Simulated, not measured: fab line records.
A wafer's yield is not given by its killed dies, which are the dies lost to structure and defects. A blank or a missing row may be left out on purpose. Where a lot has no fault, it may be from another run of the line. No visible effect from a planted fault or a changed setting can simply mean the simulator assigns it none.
Chamber matching	flow n5 finfet	N5_FIN_SAQP_MANDREL2_REMOVE_60 on rie si-04: 4 sister chambers
The step chemistry HBr/Cl2/O2, target a-Si, stops on SiNx, bt time 10 s. 8 wafers are shown with their chamber, then 10 later ones without.

## EACH WAFER AND ITS CHAMBER
wafer	chamber	drypump motor current A (A)	oes product au (a.u.)
L079.5	3	5.7	1.021
L082.6	3	5.6	1.033
L083.1	1	5.2	1.020
L085.2	2	5.9	1.005
L085.3	0	6.5	1.001
L085.6	2	5.9	1.009
L086.1	1	5.1	1.020
L086.3	0	6.5	0.991

## WAFERS WHOSE CHAMBER IS MISSING
wafer	drypump motor current A (A)	oes product au (a.u.)
L086.4	5.7	1.016
L088.1	5.9	1.016
L088.4	5.2	1.004
L088.5	5.7	1.006
L092.2	5.7	1.013
L092.4	6.5	1.002
L092.5	6.5	0.990
L096.1	5.2	1.015
L096.5	5.7	1.004
L096.6	6.6	0.991

## WHICH CHAMBER EACH ONE RAN IN
wafer	from the rows above	in truth
L086.4	3	3
L088.1	2	2
L088.4	1	1
L088.5	can't be placed: 3 or 2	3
L092.2	can't be placed: 3 or 2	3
L092.4	0	0
L092.5	0	0
L096.1	1	1
L096.5	can't be placed: 2 or 3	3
L096.6	0	0
Placed correctly: 7 of 10. These rows do not allow placing 3 (true chamber among the candidates in 3). Wrongly placed: 0.
How it was worked out, from the rows above alone: a wafer's distance from a chamber is the root of the sum, over the readings, of the square of ((its reading less the chamber's mean) divided by the reading's scatter). If the next closest chamber is less than 2 further off than the closest, the wafer can't be placed; otherwise it belongs to the closest. For every chamber, the mean is computed from those of its wafers that are shown. How the scatter is found: for the shown wafers, subtract from each reading the mean of its chamber, square and add these, divide the total by (wafers less chambers), then take the root.
